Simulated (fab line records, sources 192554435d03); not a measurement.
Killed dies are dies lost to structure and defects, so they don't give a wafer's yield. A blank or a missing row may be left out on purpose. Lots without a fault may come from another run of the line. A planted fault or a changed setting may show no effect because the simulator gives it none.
Chamber matching | flow n5_finfet | N5_HKMG_FIN_ETCH_67 on rie_diel-03: 4 sister chambers
The step etches SOC in N2/H2, stops on TiN, target depth 388.9 nm. 4 wafers are shown with their chamber, then 12 later ones without.

WAFERS WITH THEIR CHAMBER
wafer  | chamber | showerhead_plenum_p_Torr (Torr)
L085.2 | 3       | 2.71
L086.3 | 2       | 2.54
L086.4 | 1       | 2.57
L086.5 | 0       | 2.39

WAFERS WITHOUT THEIR CHAMBER
wafer  | showerhead_plenum_p_Torr (Torr)
L087.1 | 2.39
L087.2 | 2.54
L087.3 | 2.57
L088.2 | 2.39
L088.3 | 2.70
L088.5 | 2.39
L091.1 | 2.39
L091.2 | 2.54
L091.3 | 2.70
L094.3 | 2.70
L094.4 | 2.54
L094.5 | 2.38

WHICH CHAMBER EACH WENT THROUGH
wafer  | from the rows above | in truth
L087.1 | 0                   | 0
L087.2 | 2                   | 2
L087.3 | 1                   | 1
L088.2 | 0                   | 0
L088.3 | 3                   | 3
L088.5 | 0                   | 0
L091.1 | 0                   | 0
L091.2 | 2                   | 2
L091.3 | 3                   | 3
L094.3 | 3                   | 3
L094.4 | 2                   | 2
L094.5 | 0                   | 0
Placed correctly: 12 of 12. Can't be placed from these rows: 0. Placed wrongly: 0.
How it was worked out, from the rows above alone: a wafer's distance from a chamber is the root of the sum, over the readings, of the square of ((its reading less the chamber's mean) divided by the reading's scatter). The wafer belongs to the nearest chamber; if the next one is less than 2 further off, it can't be placed. A chamber's mean is the mean of its shown wafers. The scatter: with one shown wafer a chamber, the root of the mean of the squares of how far each hidden wafer lies from its nearest shown one.
